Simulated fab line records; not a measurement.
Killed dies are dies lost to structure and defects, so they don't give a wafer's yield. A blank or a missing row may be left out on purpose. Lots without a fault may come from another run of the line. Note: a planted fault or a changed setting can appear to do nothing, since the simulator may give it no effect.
Matching of chambers + flow n5Finfet + N5_BEOL_M14_DESCUM_33 on rieDiel-05: 4 sister chambers
The step chemistry O2, time 7.9 s. 4 wafers are shown with their chamber, then 9 later ones without.

## WAFERS PAIRED WITH THEIR CHAMBERS
| wafer  | chamber | throttleValvePct (%) |
|--------|---------|----------------------|
| L079.1 | 0       | 20.15                |
| L085.1 | 1       | 20.91                |
| L088.1 | 3       | 20.07                |
| L088.6 | 2       | 20.15                |

## WAFERS WITH NO CHAMBER GIVEN
| wafer  | throttleValvePct (%) |
|--------|----------------------|
| L091.1 | 19.89                |
| L091.4 | 20.92                |
| L091.5 | 20.07                |
| L096.2 | 20.20                |
| L096.3 | 20.96                |
| L096.4 | 19.91                |
| L095.2 | 20.10                |
| L095.4 | 20.20                |
| L095.5 | 20.10                |

## WHICH CHAMBER EACH WENT THROUGH
| wafer  | from the rows above          | in truth |
|--------|------------------------------|----------|
| L091.1 | can't be placed: 3 or 0 or 2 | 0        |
| L091.4 | 1                            | 1        |
| L091.5 | can't be placed: 3 or 0 or 2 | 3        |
| L096.2 | can't be placed: 0 or 2 or 3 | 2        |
| L096.3 | 1                            | 1        |
| L096.4 | can't be placed: 3 or 0 or 2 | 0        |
| L095.2 | can't be placed: 3 or 0 or 2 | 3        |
| L095.4 | can't be placed: 0 or 2 or 3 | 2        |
| L095.5 | can't be placed: 3 or 0 or 2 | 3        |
Correct placement for 2 of the 9. Unplaceable from these rows: 7, with the true chamber sitting among the candidates in 7. 0 placed wrongly.
How it was worked out, from the rows above alone: a wafer's distance from a chamber is the root of the sum, over the readings, of the square of ((its reading less the chamber's mean) divided by the reading's scatter). If the next closest chamber is less than 2 further off than the closest, the wafer can't be placed; otherwise it belongs to the closest. A chamber's mean is the mean of its shown wafers. The scatter: root of mean squared gap, hidden wafer to nearest shown wafer, with one shown wafer a chamber.
